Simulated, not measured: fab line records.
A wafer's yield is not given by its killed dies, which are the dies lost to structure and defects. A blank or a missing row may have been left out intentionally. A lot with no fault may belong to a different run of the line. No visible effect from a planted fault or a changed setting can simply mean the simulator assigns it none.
Split-lot study + flow n5Finfet + 39 wafers read from 7 lots, route of 1938 steps

== ABOUT THE SPLIT ==
At N5_SD_EPI_N_EPI_21 (deposits Si:P, time 690 s), the setting epiGrowthTimeS was moved away from the recipe's 690 s on 12 of the 39 wafers read, by -7.0% to +7.8%. This setting was run at the recipe's value on the other wafers.

== FROM THE SPLIT TO THE READING: what the file shows between them, 3 steps ==
- N5_SD_EPI_N_PRECLEAN_24: cleans in O3/DIW, time 60 s
- N5_SD_ACTIVATION_RTA_00: time 0 s
- N5_SD_ACTIVATION_LSA_01: time 0.0008 s

== THE READING ==
At N5_SD_ACTIVATION_RS_MEAS_03, a four-point-probe measurement gives RS_SD_N in ohm/sq. Typical for fault-free wafers on this fab line: 22.0 ohm/sq, with standard deviation 0.3 ohm/sq.

| wafer  | tool, chamber at the split | epiGrowthTimeS as run, s | against the recipe | RS_SD_N, ohm/sq | against lot-mates on the recipe |
|--------|----------------------------|--------------------------|--------------------|-----------------|---------------------------------|
| L078.1 | epiRpcvd-04, 0             | 690                      | recipe             | 21.8            | -                               |
| L078.2 | epiRpcvd-04, 0             | 690                      | recipe             | 22.3            | -                               |
| L078.3 | epiRpcvd-04, 0             | 690                      | recipe             | 21.9            | -                               |
| L078.4 | epiRpcvd-04, 0             | 690                      | recipe             | 22.1            | -                               |
| L078.5 | epiRpcvd-04, 0             | 690                      | recipe             | 22.1            | -                               |
| L078.6 | epiRpcvd-04, 0             | 690                      | recipe             | 21.8            | -                               |
| L080.1 | epiRpcvd-04, 0             | 744.1                    | +7.8%              | 21.3            | -0.7                            |
| L080.2 | epiRpcvd-04, 0             | 744.1                    | +7.8%              | 20.9            | -1.1                            |
| L080.3 | epiRpcvd-04, 0             | 690                      | recipe             | 22.1            | -                               |
| L080.4 | epiRpcvd-04, 0             | 744.1                    | +7.8%              | 20.7            | -1.3                            |
| L080.5 | epiRpcvd-04, 0             | 690                      | recipe             | 22.1            | -                               |
| L080.6 | epiRpcvd-04, 0             | 690                      | recipe             | 21.9            | -                               |
| L085.1 | epiRpcvd-03, 0             | 647.6                    | -6.1%              | 22.6            | +0.7                            |
| L085.2 | epiRpcvd-03, 0             | 690                      | recipe             | 21.8            | -                               |
| L085.3 | epiRpcvd-03, 0             | 647.6                    | -6.1%              | 22.7            | +0.8                            |
| L085.4 | epiRpcvd-03, 0             | 690                      | recipe             | 22.0            | -                               |
| L085.5 | epiRpcvd-03, 0             | 647.6                    | -6.1%              | 22.5            | +0.6                            |
| L085.6 | epiRpcvd-03, 0             | 690                      | recipe             | 21.8            | -                               |
| L086.1 | epiRpcvd-03, 0             | 736.2                    | +6.7%              | 21.7            | -0.5                            |
| L086.2 | epiRpcvd-03, 0             | 690                      | recipe             | 21.9            | -                               |
| L086.3 | epiRpcvd-03, 0             | 690                      | recipe             | 22.7            | -                               |
| L086.4 | epiRpcvd-03, 0             | 690                      | recipe             | 22.0            | -                               |
| L086.5 | epiRpcvd-03, 0             | 736.2                    | +6.7%              | 21.4            | -0.8                            |
| L086.6 | epiRpcvd-03, 0             | 736.2                    | +6.7%              | 21.0            | -1.2                            |
| L088.2 | epiRpcvd-02, 0             | 690                      | recipe             | 21.9            | -                               |
| L088.3 | epiRpcvd-02, 0             | 690                      | recipe             | 22.1            | -                               |
| L088.5 | epiRpcvd-02, 0             | 690                      | recipe             | 21.9            | -                               |
| L091.1 | epiRpcvd-03, 0             | 641.7                    | -7.0%              | 23.0            | +1.3                            |
| L091.2 | epiRpcvd-03, 0             | 641.7                    | -7.0%              | 22.8            | +1.1                            |
| L091.3 | epiRpcvd-03, 0             | 690                      | recipe             | 21.5            | -                               |
| L091.4 | epiRpcvd-03, 0             | 641.7                    | -7.0%              | 22.7            | +1.0                            |
| L091.5 | epiRpcvd-03, 0             | 690                      | recipe             | 21.8            | -                               |
| L091.6 | epiRpcvd-03, 0             | 690                      | recipe             | 21.8            | -                               |
| L093.1 | epiRpcvd-03, 0             | 690                      | recipe             | 22.3            | -                               |
| L093.2 | epiRpcvd-03, 0             | 690                      | recipe             | 22.2            | -                               |
| L093.3 | epiRpcvd-03, 0             | 690                      | recipe             | 22.5            | -                               |
| L093.4 | epiRpcvd-03, 0             | 690                      | recipe             | 22.2            | -                               |
| L093.5 | epiRpcvd-03, 0             | 690                      | recipe             | 22.4            | -                               |
| L093.6 | epiRpcvd-03, 0             | 690                      | recipe             | 22.2            | -                               |

THE FIT
A straight line over all 39 wafers: RS_SD_N changes by -0.113 ohm/sq for each +1% of epiGrowthTimeS; r = -0.87; the points scatter about the line by 0.26 ohm/sq.
The same after taking each lot's own level away (the mean of its wafers on the recipe; 39 wafers): -0.137 ohm/sq for each +1%; r = -0.94; scatter 0.2 ohm/sq.
That fit puts the effect of the largest move of epiGrowthTimeS on the reading at 1.1 ohm/sq.
The span of the lots' own levels, 21.70 to 22.30 ohm/sq, comes to 2.0 times the standard deviation stated above.
So the slope is not independent of the lot-to-lot level: the two fits are not the same.
Check: -1.11 ohm/sq against its lot-mates is what the line predicts for one of the wafers moved furthest among these (+7.8%) when that wafer is left out of the fit. Against them it came out at -0.733 ohm/sq.

== THE WHOLE CHAIN: every reading that the file lists as answering this split, in the file's order ==
| step                        | what it does                 | reading                                                                        | change (the file's fit)               | r (the file's) |
|-----------------------------|------------------------------|--------------------------------------------------------------------------------|---------------------------------------|----------------|
| N5_SD_EPI_N_EPI_21          | deposits Si:P, time 690 s    | Si-P_of_SD_EPI_N_EPI_21.thkNm (the simulator's own value, which no gauge read) | +0.371 nm for each +1% of the setting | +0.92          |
| N5_SD_ACTIVATION_RS_MEAS_03 | measures by four-point-probe | RS_SD_N                                                                        | -0.138 for each +1% of the setting    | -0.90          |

== THE FILE'S OWN FIT ==
RS_SD_N changes by -0.138 ohm/sq for each +1% of epiGrowthTimeS, r = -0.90.
